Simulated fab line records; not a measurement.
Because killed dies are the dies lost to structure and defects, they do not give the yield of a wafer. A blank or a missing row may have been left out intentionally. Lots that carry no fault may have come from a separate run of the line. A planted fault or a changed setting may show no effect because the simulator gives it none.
A lot that was struck, set against a sound lot + flow n5_finfet + 16 steps out of a route of 1938
Sound: these wafers, L996.1, L996.4, L996.6. Struck: wafers L105.1, L105.2, L105.4. The cause comes at the end.
Order at every step that has rows: each side's tool, ch and its chambers, its first start. Under that, the readings that differ: sound wafers + struck wafers + difference of the means + sigmas: that difference in standard deviations of wafers without a fault.
alike: a reading whose means differ by less than 2 such deviations, as well as words and numbers matching on both sides. not compared: withheld readings; readings where some wafer has no value; bounds like >300 that might hide an equal value; numbers whose values overlap and for which the record gives no deviation.
Wherever a step has rows on one side only, a row that says differs or no value, or a row with sigmas, the two part there. Non-overlapping numbers with no deviation appear without sigmas and do not part them. A reading that every wafer of one side lacks parts them only if that side has two wafers or more.

first, 11 steps without rows for these wafers: N5_MOL_CONTACT_COAG_DESCUM_45 (chemistry O2, time 7 s); N5_MOL_CONTACT_COAG_ETCH_65 (etches underlayer in N2/H2, target depth 13 nm, time 10.4 s); N5_MOL_CONTACT_COAG_ETCH_66 (etches SiARC in CF4, target depth 13 nm, time 21.7 s); N5_MOL_CONTACT_COAG_ALD_133 (deposits SiO2, target thk 5 nm, pulse time 1 s, co reactant pulse time 1 s); N5_MOL_CONTACT_COAG_ETCHBACK_134 (etches SiO2 in CHF3, target depth 10 nm, time 6.7 s); N5_MOL_CONTACT_COAG_ETCH_67 (etches SOC in N2/H2, target depth 60 nm, overetch 21 nm, time 101.2 s); N5_MOL_CONTACT_COAG_STRIP_68 (strips in N2/H2); N5_MOL_CONTACT_COAG_STRIP_69 (strips in N2/H2); N5_MOL_CONTACT_COAG_ETCHBACK_136 (etches SiO2 in CHF3, target depth 25 nm, time 16.7 s); N5_MOL_CONTACT_COAG_STRIP_120 (strips in CHF3); N5_MOL_CONTACT_COAG_VIA_ETCH_117 (etches SiO2 in C4F6/O2, target depth 40 nm, overetch 8 nm, time 26 s).
N5_MOL_CONTACT_COAG_ETCH_124: etches SiNx in CH3F/O2, stops on SiOC, target depth 6.5 nm.
  sound on rie_diel-02 ch 1,2,3, day 7 02:32; struck on rie_diel-02 ch 1,2,3, day 9 06:07
  no value came back on the struck wafers for any of 8 readings (CH3F_flow_sccm (sccm), O2_flow_sccm (sccm) and others); on the sound wafers CH3F_flow_sccm (sccm) reads 30.19 29.94 30.02
| reading                                           | sound        | struck         | difference | sigmas |
|---------------------------------------------------|--------------|----------------|------------|--------|
| model.SOC_of_MOL_CONTACT_COAG_COAT_62.thk_nm (nm) | 48.2 48 48.2 | 51.6 51.4 51.6 | +3.4       |        |
  not compared: rf_hours_counter_h
N5_MOL_CONTACT_COAG_ETCH_48: etches SiOC in C4F6/O2, target depth 15 nm, overetch 4.5 nm, time 17 s.
  sound on rie_diel-02 ch 1,2,3, day 7 02:35; struck on rie_diel-02 ch 1,2,3, day 9 06:10
| reading                                           | sound          | struck       | difference | sigmas |
|---------------------------------------------------|----------------|--------------|------------|--------|
| model.SOC_of_MOL_CONTACT_COAG_COAT_62.thk_nm (nm) | 45.4 45.4 45.4 | 48.8 48.8 49 | +3.5       |        |
  alike: C4F6_flow_sccm, O2_flow_sccm, drypump_motor_current_A, oes_product_au, rf_fwd_power_W, rf_vpp_V, showerhead_plenum_p_Torr, throttle_valve_pct
  not compared: rf_hours_counter_h
then, 1 step without rows for these wafers: N5_MOL_CONTACT_COAG_STRIP_72 (strips in N2/H2).
N5_BEOL_M4_RC_MEAS_101:
  the record has rows for the sound wafers here (prober-01 ch 0, day 9 09:08) and none for the struck ones
-- record jumps: 7 days separate the struck wafers' starts on either side; left off in module BEOL_M4, taken up again in module PASSIVATION, whose first shown step is the route's number 1936 --
N5_PASSIVATION_PROBE_49:
  the record has rows for the struck wafers here (prober-02, day 16 03:50) and none for the sound ones

## WHERE THEY PART
At N5_MOL_CONTACT_COAG_ETCH_124 first; at N5_PASSIVATION_PROBE_49 last (within this record only).

WHY: what the simulator had put in
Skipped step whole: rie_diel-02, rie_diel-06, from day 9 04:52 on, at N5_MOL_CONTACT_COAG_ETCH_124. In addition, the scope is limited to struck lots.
